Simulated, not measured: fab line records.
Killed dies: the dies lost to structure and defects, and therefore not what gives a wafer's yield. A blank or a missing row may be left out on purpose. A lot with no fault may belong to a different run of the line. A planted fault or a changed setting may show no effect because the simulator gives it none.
Chamber matching || flow n5-finfet || N5_BEOL_M4_CO_CAP_55 on cvd-co-02: 3 sister chambers
The step material Co, precursor CCTBA/H2, target thk 2 nm, time 102.1 s. 3 wafers are shown with their chamber, then 12 later ones without.

== WAFERS PAIRED WITH THEIR CHAMBERS ==
{"wafer": "L091.5", "chamber": 2, "heater-power-w (W)": 254}
{"wafer": "L092.4", "chamber": 1, "heater-power-w (W)": 282}
{"wafer": "L092.6", "chamber": 0, "heater-power-w (W)": 203}

== WAFERS MISSING THEIR CHAMBER ==
{"wafer": "L090.2", "heater-power-w (W)": 289}
{"wafer": "L090.5", "heater-power-w (W)": 283}
{"wafer": "L090.6", "heater-power-w (W)": 197}
{"wafer": "L093.3", "heater-power-w (W)": 279}
{"wafer": "L093.4", "heater-power-w (W)": 201}
{"wafer": "L093.6", "heater-power-w (W)": 284}
{"wafer": "L095.1", "heater-power-w (W)": 203}
{"wafer": "L095.2", "heater-power-w (W)": 273}
{"wafer": "L095.4", "heater-power-w (W)": 277}
{"wafer": "L094.1", "heater-power-w (W)": 197}
{"wafer": "L094.2", "heater-power-w (W)": 276}
{"wafer": "L094.6", "heater-power-w (W)": 206}

== CHAMBER TAKEN BY EACH ==
{"wafer": "L090.2", "from the rows above": 1, "in truth": 1}
{"wafer": "L090.5", "from the rows above": 1, "in truth": 1}
{"wafer": "L090.6", "from the rows above": 0, "in truth": 0}
{"wafer": "L093.3", "from the rows above": 1, "in truth": 1}
{"wafer": "L093.4", "from the rows above": 0, "in truth": 0}
{"wafer": "L093.6", "from the rows above": 1, "in truth": 1}
{"wafer": "L095.1", "from the rows above": 0, "in truth": 0}
{"wafer": "L095.2", "from the rows above": 1, "in truth": 1}
{"wafer": "L095.4", "from the rows above": 1, "in truth": 1}
{"wafer": "L094.1", "from the rows above": 0, "in truth": 0}
{"wafer": "L094.2", "from the rows above": 1, "in truth": 1}
{"wafer": "L094.6", "from the rows above": 0, "in truth": 0}
12 of 12 placed correctly. Left unplaced by these rows: 0. Wrongly placed: 0.
How it was worked out, from the rows above alone: a wafer's distance from a chamber is the root of the sum, over the readings, of the square of ((its reading less the chamber's mean) divided by the reading's scatter). If the next closest chamber is less than 2 further off than the closest, the wafer can't be placed; otherwise it belongs to the closest. Each chamber's mean is taken over the wafers shown for it. The scatter (one wafer shown for each chamber): square how far every hidden wafer sits from the nearest shown wafer, average those squares and take the square root.
